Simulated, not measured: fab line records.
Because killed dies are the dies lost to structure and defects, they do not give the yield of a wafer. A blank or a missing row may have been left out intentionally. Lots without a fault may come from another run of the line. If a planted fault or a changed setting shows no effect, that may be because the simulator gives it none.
fab line records	flow n5_finfet
record lots=7	wafers=39
route steps=1938 shown FIN_SAQP@125 MOL_CONTACT_COAG@559 BEOL_M3@977 BEOL_M4@1037 BEOL_M6@1260 BEOL_M7@1302
start_h: hours from the record's first day to the start of the lot's first wafer shown	wait_h: hours elapsed since this lot's preceding step	" the same as in the row above	L1.1+2: a row that stands for several wafers	- no value present, or no start provided	* or withheld: withheld	< > ~ a bound
route shown NAME@n: a module of which the file shows steps, and the number in the route of the first	usual: the fault-free wafers' mean and standard deviation	same: alike in all rows	chamber/n: place in a boat	sites: each site's reading	_std_site: standard deviation across them	_edge_site: inner sites' mean taken away from outer sites' mean	radius_mm: how far each site lies from the wafer's centre	mask NAME#n: copy n	behind: the most recent tool/chamber to have shaped the wafer	hold: why the lot went on hold/how many hours it stayed there/how the hold came to an end	device: which transistor (n, p or np) failed to switch	end of line: tests run on the same wafers once the route is complete	for a step that has no rows: nothing shown but its recipe	killed: dies lost to structure and defects at the first sort, not the wafer's yield	map: the dies of a wafer, with x for killed, . for not killed, _ for no die there
set.NAME: the setting that was run; set.NAME@STEP: the one run at that earlier step	model.NAME: the simulator's own value behind a step, which no gauge read
one table per step and one row per wafer, for lots whose settings were changed on purpose
## steps
# step N5_FIN_SAQP_SPACER1_ALD_24
# recipe material=SiO2	target_thk_a=203	temp_c=300	ald_precursor_family=BDEAS	ald_co_reactant=O2-plasma	pulse_time_s=1	purge_time_s=2	co_reactant_purge_time_s=2	ald_cycles=218	pressure_torr=2
lot.wafer	tool	chamber	start_h	wait_h	set.ald_cycles	model.SiO2_of_FIN_SAQP_SPACER1_ALD_24.thk_nm
L076.1	ald_sin-02	1	35.07	0.3	94	8.8
L076.2	"	3	"	"	218	20.4
L076.3+6	"	2,1	"	"	218	20.2
L076.4+5	"	0,2	"	"	94	8.6
L079.1+4	ald_sin-04	0,3	54.43	0.6	334	31
L079.2+5	"	2,3	"	"	218	20.2
L079.3	"	1	"	"	334	31.2
L079.6	"	2	"	"	218	20.4
L083.1+4+6	ald_sin-02	3,3,2	76.82	0.6	218	20.2
L084.1	ald_sin-02	2	83.87	0.3	218	20
L084.2+3	"	3,1	"	"	114	10.6
L084.4+5	"	2,3	"	"	218	20.2
L084.6	"	1	"	"	114	10.4
L091.1+3+4+5+6	ald_sin-04	0,1,3,0,1	124.95	0.3	218	20.4
L091.2	"	2	"	"	218	20.2
L094.1	ald_sin-04	2	142.53	0.3	280	26
L094.2+4+6	"	0,0,2	"	"	218	20.4
L094.3+5	"	3	"	"	280	26.2
L096.1+5+6	ald_sin-02	1,3,0	154.57	0.3	218	20.2
L096.2+3	"	3,2	"	"	334	31
L096.4	"	0	"	"	334	31.2
# step N5_FIN_SAQP_SPACER1_ETCHBACK_25
# recipe chemistry=CHF3/O2	mode=anisotropic_etchback	target=SiO2	target_depth_a=244	time_s=12.2	pressure_mtorr=30	source_w=650	bias_w=170	Ar_flow_sccm=200	CHF3_flow_sccm=50	O2_flow_sccm=5	ion_energy_ev=200
# step N5_FIN_SAQP_MANDREL1_REMOVE_56
# recipe chemistry=HBr/Cl2/O2	bt_time_s=10	target=a-Si	stop_on=SiNx	endpoint=OES-SiCl	over_etch_frac=1	icp_w=600	bias_w=22	HBr_flow_sccm=150	Cl2_flow_sccm=80	O2_flow_sccm=5	pressure_mtorr=10
lot.wafer	tool	chamber	start_h	wait_h	set.ald_cycles@FIN_SAQP_SPACER1_ALD_24	model.FIN_SAQP.cd_nm
L076.1+4	rie_si-04	1,3	35.88	0.1	94	8.6
L076.2	"	2	"	"	218	20.4
L076.3+6	"	0,1	"	"	218	20.2
L076.5	"	2	"	"	94	8.8
L079.1	rie_si-04	1	55.38	0.1	334	31
L079.2+5	"	3	"	"	218	20
L079.3+4	"	2,0	"	"	334	31.2
L079.6	"	0	"	"	218	20.4
L083.1	rie_si-05	1	77.63	0.1	218	20.4
L083.4	"	2	"	"	218	20.2
L083.6	"	2	"	"	218	20
L084.1+5	rie_si-06	0	84.80	0.1	218	20.2
L084.2+6	"	3,1	"	"	114	10.4
L084.3	"	1	"	"	114	10.6
L084.4	"	2	"	"	218	20
L091.1+2+4+5+6	rie_si-05	3,0,2,1,0	125.76	0.1	218	20.4
L091.3	"	1	"	"	218	20.6
L094.1+5	rie_si-05	1,3	143.33	0.1	280	26
L094.2+6	"	2	"	"	218	20.2
L094.3	"	3	"	"	280	26.2
L094.4	"	0	"	"	218	20.4
L096.1	rie_si-05	1	155.44	0.1	218	20.4
L096.2+3	"	0,3	"	"	334	31.2
L096.4	"	2	"	"	334	31
L096.5+6	"	2,3	"	"	218	20.2
# step N5_FIN_SAQP_CD_MEAS_27
# recipe target_cd_nm=20	landing_energy_ev=1000	detector=se_inlens	polarity=line
# usual cd_nm=20.30/0.25
lot.wafer	tool	chamber	start_h	wait_h	set.ald_cycles@FIN_SAQP_SPACER1_ALD_24	cd_nm
L076.1	cd_sem-01	0	35.99	0.1	94	8.88
L076.2	"	0	"	"	218	20.56
L076.3	"	0	"	"	218	20.35
L076.4	"	0	"	"	94	8.92
L076.5	"	0	"	"	94	8.34
L076.6	"	0	"	"	218	20.20
L079.1	cd_sem-02	0	55.49	0.1	334	30.97
L079.2	"	0	"	"	218	20.33
L079.3	"	0	"	"	334	31.21
L079.4	"	0	"	"	334	31.06
L079.5	"	0	"	"	218	19.88
L079.6	"	0	"	"	218	20.35
L083.1	cd_sem-03	0	77.74	0.1	218	20.45
L083.4	"	0	"	"	218	20.06
L083.6	"	0	"	"	218	20.45
L084.1	cd_sem-03	0	84.91	0.1	218	20.14
L084.2	"	0	"	"	114	10.24
L084.3	"	0	"	"	114	10.48
L084.4	"	0	"	"	218	20.15
L084.5	"	0	"	"	218	20.16
L084.6	"	0	"	"	114	10.44
L091.1	cd_sem-01	0	125.87	0.1	218	20.70
L091.2	"	0	"	"	218	20.73
L091.3	"	0	"	"	218	20.74
L091.4	"	0	"	"	218	20.34
L091.5	"	0	"	"	218	20.53
L091.6	"	0	"	"	218	20.54
L094.1	cd_sem-03	0	143.44	0.1	280	26.10
L094.2	"	0	"	"	218	20.32
L094.3	"	0	"	"	280	26.28
L094.4	"	0	"	"	218	20.61
L094.5	"	0	"	"	280	25.97
L094.6	"	0	"	"	218	20.15
L096.1	cd_sem-01	0	155.55	0.1	218	20.44
L096.2	"	0	"	"	334	31.40
L096.3	"	0	"	"	334	31.28
L096.4	"	0	"	"	334	31.32
L096.5	"	0	"	"	218	20.18
L096.6	"	0	"	"	218	20.39
# step N5_MOL_CONTACT_COAG_ALD_27
# recipe material=SiOC	target_thk_a=170	temp_c=400	ald_precursor_family=carbosiloxane	ald_co_reactant=H2-plasma	pulse_time_s=1.5	time_s=2720	purge_time_s=2	co_reactant_purge_time_s=2	ald_cycles=340	pressure_torr=2
lot.wafer	tool	chamber	start_h	wait_h	set.ald_cycles	model.SiOC_of_MOL_CONTACT_COAG_ALD_27.thk_nm
L076.1+5	ald_sin-01	3,1	107.33	0.0	340	17.2
L076.2+4+6	"	1,2,0	"	"	161	8.2
L076.3	"	0	"	"	340	17
L079.1+3	ald_sin-04	2,3	121.65	0.0	340	17
L079.2	"	1	"	"	447	22.2
L079.4+5	"	0	"	"	447	22.4
L079.6	"	1	"	"	340	16.8
L083.1+6	ald_sin-04	0,3	145.50	0.0	340	17
L083.4	"	2	"	"	340	16.8
L084.1+3+4	ald_sin-04	3,0,1	158.46	0.0	340	17
L084.2+5+6	"	2,1,2	"	"	542	27
L091.1+2+4+5+6	ald_sin-02	3,2,0,0,3	197.21	0.0	340	17
L091.3	"	1	"	"	340	16.8
L094.1+6	ald_sin-04	2,1	210.90	0.0	340	17
L094.2+3	"	0,1	"	"	204	10.2
L094.4	"	3	"	"	340	16.8
L094.5	"	2	"	"	204	10
L096.1	ald_sin-02	2	225.37	0.0	340	17.2
L096.2+3	"	1,0	"	"	340	17
L096.4+5	"	3	"	"	497	24.8
L096.6	"	2	"	"	497	25
# step N5_BEOL_M3_VIA_ETCH_34
# recipe chemistry=C4F6/O2	target_depth_a=694	mask_material=SOC	pressure_mtorr=15	ion_energy_ev=250	taper_deg=4	time_s=65.9	source_w=350	bias_w=170	Ar_flow_sccm=300	C4F6_flow_sccm=10	O2_flow_sccm=10
lot.wafer	tool	chamber	start_h	wait_h	set.target_depth_a	model.etch.depth_nm	model.SOC_of_BEOL_M3_COAT_67.thk_nm
L076.1	rie_diel-04	3	164.54	0.0	1036	102.2	48
L076.2	"	0	"	"	694	70.51	51.6
L076.3	"	1	"	"	694	70.38	51.6
L076.4	"	2	"	"	694	70.94	51.6
L076.5	"	3	"	"	1036	102.4	47.8
L076.6	"	2	"	"	1036	105.9	47.6
L079.1	rie_diel-04	0	183.29	0.0	329.8	33.48	56
L079.2	"	1	"	"	694	70.81	51.4
L079.3	"	2	"	"	694	70.78	51.8
L079.4	"	2	"	"	329.8	33.65	56
L079.5	"	1	"	"	694	70.6	51.6
L079.6	"	0	"	"	329.8	33.36	56
L083.1	rie_diel-04	1	206.48	0.0	694	69.61	51.6
L083.4	"	3	"	"	694	71.43	51.4
L083.6	"	1	"	"	694	70.36	51.4
L084.1	rie_diel-05	3	212.95	0.0	694	69.75	51.6
L084.2	"	1	"	"	368.7	37.57	55.4
L084.3	"	0	"	"	368.7	36.63	55.6
L084.4	"	2	"	"	368.7	37.32	55.4
L084.5	"	1	"	"	694	70.84	51.4
L084.6	"	2	"	"	694	70.36	51.8
L091.1	rie_diel-01	3	242.22	0.0	1025	101.3	48.4
L091.2	"	2	"	"	1025	101.3	48.2
L091.3	"	1	"	"	694	68.92	52.2
L091.4	"	1	"	"	694	69.3	52.2
L091.5	"	2	"	"	1025	102.6	48
L091.6	"	3	"	"	694	68.21	52.2
L094.1	rie_diel-05	1	274.91	0.0	965.9	95.23	48.6
L094.2	"	2	"	"	694	69.57	52
L094.3	"	3	"	"	965.9	95.8	48.8
L094.4	"	0	"	"	694	67.36	52
L094.5	"	1	"	"	694	68.94	51.8
L094.6	"	0	"	"	965.9	93.06	48.8
L096.1	rie_diel-01	0	297.83	0.0	295	29.52	56.4
L096.2	"	2	"	"	295	29.24	56.6
L096.3	"	1	"	"	694	69.02	52
L096.4	"	3	"	"	694	68.4	52
L096.5	"	2	"	"	694	68.13	52
L096.6	"	3	"	"	295	28.96	56.4
# step N5_BEOL_M4_DESCUM_16
# recipe chemistry=O2	time_s=7	source_power_w=50	bias_power_w=20	pressure_mtorr=20	rf_frequency_hz=2.712e+07	temp_c=40	resist=CAR-EUV	o2_flow_sccm=225
lot.wafer	tool	chamber	start_h	wait_h	set.time_s	model.CAR-EUV_of_BEOL_M4_COAT_05.thk_nm
L076.1	rie_diel-06	0	171.05	0.0	7	26
L076.2+6	"	3,1	"	"	9.076	25.2
L076.3+4	"	1,3	"	"	7	26.2
L076.5	"	0	"	"	9.076	25
L079.1+2	rie_diel-06	3,0	190.34	0.1	7	26
L079.3	"	1	"	"	7	26.2
L079.4	"	0	"	"	10.01	24.4
L079.5+6	"	3,1	"	"	10.01	24.6
L083.1+6	rie_diel-06	2	213.54	0.1	7	26
L083.4	"	1	"	"	7	26.2
L084.1+3	rie_diel-06	0,2	220.29	0.0	7	26.2
L084.2+4+5	"	1,3,0	"	"	3.196	28.2
L084.6	"	3	"	"	7	26.4
L091.1+2+4	rie_diel-06	0,2,3	247.83	0.0	7	26
L091.3+5+6	"	1,0,3	"	"	3.991	27.6
L094.1+4+5	rie_diel-06	0,1,3	282.67	0.4	7	26
L094.2+3	"	3,1	"	"	9.04	25
L094.6	"	0	"	"	9.04	24.8
L096.1	rie_diel-03	1	303.46	0.1	9.381	24.8
L096.2+3+4	"	2,3,0	"	"	7	26.2
L096.5	"	3	"	"	9.381	25.2
L096.6	"	0	"	"	9.381	25
# step N5_BEOL_M4_ETCH_74
# recipe chemistry=N2/H2	target=underlayer	target_depth_a=65	mask_material=CAR-EUV	time_s=5.2	ion_energy_ev=200	pressure_mtorr=30	source_w=840	bias_w=150	n2_flow_sccm=200	h2_flow_sccm=200	ends=cleared
lot.wafer	tool	chamber	start_h	wait_h	set.time_s@BEOL_M4_DESCUM_16	model.CAR-EUV_of_BEOL_M4_COAT_05.thk_nm
L076.1+3+4	rie_diel-06	0,1,3	171.09	0.0	7	20.4
L076.2+5+6	"	3,0,1	"	"	9.076	19.4
L079.1	rie_diel-06	3	190.37	0.0	7	20.4
L079.2	"	0	"	"	7	20.2
L079.3	"	1	"	"	7	20.6
L079.4+5	"	0,3	"	"	10.01	18.8
L079.6	"	1	"	"	10.01	19
L083.1+6	rie_diel-06	2	213.58	0.0	7	20.2
L083.4	"	1	"	"	7	20.4
L084.1	rie_diel-06	0	220.33	0.0	7	20.4
L084.2	"	1	"	"	3.196	22.6
L084.3+6	"	2,3	"	"	7	20.6
L084.4+5	"	3,0	"	"	3.196	22.4
L091.1+2+4	rie_diel-06	0,2,3	247.86	0.0	7	20.2
L091.3+5+6	"	1,0,3	"	"	3.991	21.8
L094.1+5	rie_diel-06	0,3	282.71	0.0	7	20.2
L094.2+6	"	3,0	"	"	9.04	19.2
L094.3	"	1	"	"	9.04	19.4
L094.4	"	1	"	"	7	20.4
L096.1+6	rie_diel-03	1,0	303.49	0.0	9.381	19.2
L096.2+3+4	"	2,3,0	"	"	7	20.4
L096.5	"	3	"	"	9.381	19.4
# step N5_BEOL_M6_DEP_56
# recipe material=SiCN	target_thk_a=100	temp_c=withheld	precursor=3MS/NH3	pressure_torr=3	rf_w=202	time_s=17.5
lot.wafer	tool	chamber	start_h	wait_h	set.time_s	model.SiCN_of_BEOL_M6_DEP_56.thk_nm
L076.1+2	pecvd-04	1,2	197.94	0.0	17.5	9.8
L076.3	"	0	"	"	17.5	10
L076.4+5+6	"	1,0,2	"	"	13.04	7.4
L079.1+2+4	pecvd-01	0,2,2	224.85	0.0	10.97	6.4
L079.3+6	"	1,0	"	"	17.5	10
L079.5	"	1	"	"	17.5	10.2
L083.1+4+6	pecvd-04	1,1,0	244.62	0.0	17.5	10.2
L084.1	pecvd-02	2	251.52	0.0	26.04	14.4
L084.2	"	0	"	"	17.5	9.8
L084.3+6	"	1,2	"	"	17.5	10
L084.4+5	"	0,1	"	"	26.04	14.8
L091.1+2+3	pecvd-01	1,2,0	280.26	0.0	17.5	9.8
L091.4	"	0	"	"	9.849	5.4
L091.5+6	"	2,1	"	"	9.849	5.6
L094.1+2	pecvd-01	0,2	311.74	0.0	17.5	9.8
L094.3	"	1	"	"	20.77	11.6
L094.4	"	0	"	"	17.5	10
L094.5+6	"	2,1	"	"	20.77	11.8
L096.1+2+5	pecvd-04	1,2,2	333.50	0.0	17.5	9.8
L096.3+4+6	"	0,1,0	"	"	17.5	10
# step N5_BEOL_M7_ETCH_66
# recipe chemistry=N2/H2	target=SOC	target_depth_a=800	overetch_a=160	mask_material=SiARC	temp_c=40	time_s=120	ion_energy_ev=200	pressure_mtorr=30	source_w=840	bias_w=150	n2_flow_sccm=200	h2_flow_sccm=200
lot.wafer	tool	chamber	start_h	wait_h	set.time_s	model.etch.depth_nm	model.SiARC_of_BEOL_M7_COAT_64.thk_nm
L076.1	rie_diel-05	1	205.84	0.0	120	59.81	6.4
L076.2	"	0	"	"	139.2	59.89	5.8
L076.3	"	2	"	"	120	59.85	6.2
L076.4	"	3	"	"	139.2	59.71	5.6
L076.5	"	1	"	"	139.2	59.74	5.4
L076.6	"	0	"	"	120	60	6.6
L079.1	rie_diel-05	2	229.38	0.0	55.71	44.89	9.2
L079.2+6	"	1	"	"	120	59.84	6.2
L079.3	"	0	"	"	120	59.8	6.6
L079.4	"	3	"	"	55.71	45.64	9.4
L079.5	"	0	"	"	55.71	42.63	9.6
L083.1	rie_diel-05	2	247.66	0.0	120	59.67	6.2
L083.4	"	3	"	"	120	59.66	6.4
L083.6	"	3	"	"	120	59.59	6.4
L084.1	rie_diel-01	2	256.79	0.0	120	60	6.4
L084.2	"	0	"	"	59.48	47.64	9.2
L084.3	"	1	"	"	120	60.09	6.6
L084.4	"	3	"	"	120	59.83	6.6
L084.5	"	2	"	"	59.48	47.2	9.2
L084.6	"	1	"	"	59.48	46.69	9.4
L091.1	rie_diel-05	0	283.65	0.0	67.27	50.86	9
L091.2	"	1	"	"	67.27	53.56	9
L091.3	"	2	"	"	120	59.92	6.2
L091.4	"	1	"	"	120	59.88	6.4
L091.5	"	0	"	"	120	59.88	6.6
L091.6	"	2	"	"	67.27	53.69	8.8
L094.1	rie_diel-01	3	314.95	0.0	120	60.21	6.6
L094.2	"	2	"	"	120	60.06	6.6
L094.3	"	0	"	"	120	59.97	6.4
L094.4	"	1	"	"	120	59.94	6.6
L094.5	"	1	"	"	120	59.84	6.8
L094.6	"	2	"	"	120	59.98	6.6
L096.1	rie_diel-05	1	337.51	0.0	120	60.09	6.4
L096.2	"	2	"	"	120	60.05	6.4
L096.3	"	0	"	"	120	60.02	6.8
L096.4	"	3	"	"	120	60.02	6.4
L096.5	"	3	"	"	120	59.99	6.4
L096.6	"	0	"	"	120	60.06	6.6
## key
split step=N5_FIN_SAQP_SPACER1_ALD_24	setting=ald_cycles	stated=218	by=wafer
response step=N5_FIN_SAQP_SPACER1_ALD_24	reading=model.SiO2_of_FIN_SAQP_SPACER1_ALD_24.thk_nm	change=+0.203	per=1%	r=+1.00
response step=N5_FIN_SAQP_MANDREL1_REMOVE_56	reading=model.FIN_SAQP.cd_nm	change=+0.204	per=1%	r=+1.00
response step=N5_FIN_SAQP_CD_MEAS_27	reading=cd_nm	change=+0.205	per=1%	r=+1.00
split step=N5_MOL_CONTACT_COAG_ALD_27	setting=ald_cycles	stated=340	by=wafer
response step=N5_MOL_CONTACT_COAG_ALD_27	reading=model.SiOC_of_MOL_CONTACT_COAG_ALD_27.thk_nm	change=+0.169	per=1%	r=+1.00
split step=N5_BEOL_M3_VIA_ETCH_34	setting=target_depth_a	stated=694	by=wafer
response step=N5_BEOL_M3_VIA_ETCH_34	reading=model.etch.depth_nm	change=+0.688	per=1%	r=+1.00
response step=N5_BEOL_M3_VIA_ETCH_34	reading=model.SOC_of_BEOL_M3_COAT_67.thk_nm	change=-0.0809	per=1%	r=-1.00
split step=N5_BEOL_M4_DESCUM_16	setting=time_s	stated=7	by=wafer
response step=N5_BEOL_M4_DESCUM_16	reading=model.CAR-EUV_of_BEOL_M4_COAT_05.thk_nm	change=-0.0358	per=1%	r=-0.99
response step=N5_BEOL_M4_ETCH_74	reading=model.CAR-EUV_of_BEOL_M4_COAT_05.thk_nm	change=-0.0354	per=1%	r=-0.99
split step=N5_BEOL_M6_DEP_56	setting=time_s	stated=17.5	by=wafer
response step=N5_BEOL_M6_DEP_56	reading=model.SiCN_of_BEOL_M6_DEP_56.thk_nm	change=+0.0976	per=1%	r=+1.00
split step=N5_BEOL_M7_ETCH_66	setting=time_s	stated=120	by=wafer
response step=N5_BEOL_M7_ETCH_66	reading=model.etch.depth_nm	change=+0.235	per=1%	r=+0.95
response step=N5_BEOL_M7_ETCH_66	reading=model.SiARC_of_BEOL_M7_COAT_64.thk_nm	change=-0.0561	per=1%	r=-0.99
